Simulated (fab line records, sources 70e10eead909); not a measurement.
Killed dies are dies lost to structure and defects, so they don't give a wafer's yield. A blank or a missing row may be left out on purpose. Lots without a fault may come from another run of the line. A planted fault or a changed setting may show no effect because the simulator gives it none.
Which tool did it? | flow nand_harc | 12 lots, 36 wafers sampled, at 6 steps of a route of 1302

WHAT THE GAUGES READ, wafer by wafer
NHARC_HYBRID_BOND_OVL_MEAS_05.
lot  | measured     | on         | overlay_x_nm (nm)
L075 | day 24 14:47 | overlay-02 | -5 25 27
L076 | day 25 03:48 | overlay-02 | -18 -40 16
L079 | day 25 21:18 | overlay-02 | -30 21 -13
L082 | day 26 19:50 | overlay-02 | -16 -29 35
L084 | day 27 10:50 | overlay-02 | 1 -30 -23
L086 | day 28 10:47 | overlay-02 | -28 10 12
L085 | day 28 17:41 | overlay-02 | -81 -47 -4
L089 | day 29 07:21 | overlay-01 | -47 -5 10
L091 | day 30 13:41 | overlay-01 | 5 -32 -33
L093 | day 31 23:59 | overlay-01 | 14 33 -60
L095 | day 32 10:24 | overlay-02 | -1 13 6
L097 | day 32 17:07 | overlay-02 | -5 -48 17

WHICH TOOL RAN EACH LOT (tool, then ch and the chambers of the sampled wafers, then the start)
lot  | NHARC_A_M1_ETCH_35                 | NHARC_A_M1_PRE_CLEAN_30                 | NHARC_A_M1_PVD_20                       | NHARC_A_M1_ANNEAL_31             | NHARC_HYBRID_BOND_ACTIVATE_00
L075 | rie_diel-01 ch 0,3, day 23 20:10   | pvd_sputter-03, day 23 21:50 or earlier | pvd_sputter-03, day 23 21:50 or earlier | rtp_anneal-02 ch 0, day 23 21:50 | rie_diel-10 ch 1,2, day 24 03:16
L076 | rie_diel-01 ch 0,1,3, day 24 12:05 | pvd_sputter-01, day 24 13:46 or earlier | pvd_sputter-01, day 24 13:46 or earlier | rtp_anneal-01 ch 0, day 24 13:46 | rie_diel-09 ch 0,3, day 24 19:13
L079 | rie_diel-12 ch 1,2,3, day 25 00:54 | pvd_sputter-03, day 25 02:40 or earlier | pvd_sputter-03, day 25 02:40 or earlier | rtp_anneal-01 ch 0, day 25 02:40 | rie_diel-07 ch 1,2, day 25 08:30
L082 | rie_diel-01 ch 0,1,2, day 26 01:46 | pvd_sputter-03, day 26 03:26 or earlier | pvd_sputter-03, day 26 03:26 or earlier | rtp_anneal-01 ch 0, day 26 03:26 | rie_diel-09 ch 0,2,3, day 26 09:01
L084 | rie_diel-12 ch 1,2, day 26 18:01   | pvd_sputter-03, day 26 19:53 or earlier | pvd_sputter-03, day 26 19:53 or earlier | rtp_anneal-01 ch 0, day 26 19:53 | rie_diel-09 ch 0,3, day 27 01:22
L086 | rie_diel-12 ch 0,1,3, day 27 17:37 | pvd_sputter-01, day 27 19:25 or earlier | pvd_sputter-01, day 27 19:25 or earlier | rtp_anneal-02 ch 0, day 27 19:25 | rie_diel-09 ch 1,2, day 28 01:04
L085 | rie_diel-12 ch 0,1, day 28 02:52   | pvd_sputter-01, day 28 04:36 or earlier | pvd_sputter-01, day 28 04:36 or earlier | rtp_anneal-01 ch 0, day 28 04:36 | rie_diel-09 ch 1,2,3, day 28 10:05
L089 | rie_diel-12 ch 0,1,2, day 28 14:16 | pvd_sputter-03, day 28 15:59 or earlier | pvd_sputter-03, day 28 15:59 or earlier | rtp_anneal-02 ch 0, day 28 15:59 | rie_diel-09 ch 0,2,3, day 28 21:57
L091 | rie_diel-01 ch 2,3, day 29 19:46   | pvd_sputter-02, day 29 21:29 or earlier | pvd_sputter-02, day 29 21:29 or earlier | rtp_anneal-02 ch 0, day 29 21:29 | rie_diel-10 ch 0,1,2, day 30 04:00
L093 | rie_diel-06 ch 0,3, day 31 06:58   | pvd_sputter-03, day 31 08:41 or earlier | pvd_sputter-03, day 31 08:41 or earlier | rtp_anneal-02 ch 0, day 31 08:41 | rie_diel-09 ch 2,3, day 31 14:16
L095 | rie_diel-12 ch 0,2,3, day 31 13:19 | pvd_sputter-01, day 31 15:06 or earlier | pvd_sputter-01, day 31 15:06 or earlier | rtp_anneal-01 ch 0, day 31 15:06 | rie_diel-09 ch 1,2, day 31 20:43
L097 | rie_diel-01 ch 0,2, day 32 00:28   | pvd_sputter-01, day 32 02:14 or earlier | pvd_sputter-01, day 32 02:14 or earlier | rtp_anneal-01 ch 0, day 32 02:14 | rie_diel-10 ch 0,2,3, day 32 07:41
- NHARC_A_M1_ETCH_35: etches the open film in N2/H2, target depth 40 nm, overetch 12 nm, time 43.94 s.
- NHARC_A_M1_PRE_CLEAN_30: time 30 s.
- NHARC_A_M1_PVD_20: deposits TaN, target thk 5 nm, time 8.06 s.
- NHARC_A_M1_ANNEAL_31: time 90 s.
- NHARC_HYBRID_BOND_ACTIVATE_00: chemistry N2, time 60 s.

THE ANSWER, worked out from the rows above alone
Rule: what is usual is taken from the lots themselves. Put in order of their means at a reading, lots are off if they are a third of the lots or fewer, leave a main group of 4 or more, and stand apart from it by a gap of 3 or more times the standard deviation of the main group's means; of several such gaps the widest counts. A main group whose means are all the same, to the digits that the tables above print for the reading, isn't used. A lot without any number at a reading at which 4 lots or more have one is off too. The other lots that the step has rows for count as sound.
No lot is off at any reading shown: from this, nothing can be told.

WHAT THE SIMULATOR HAD PUT IN
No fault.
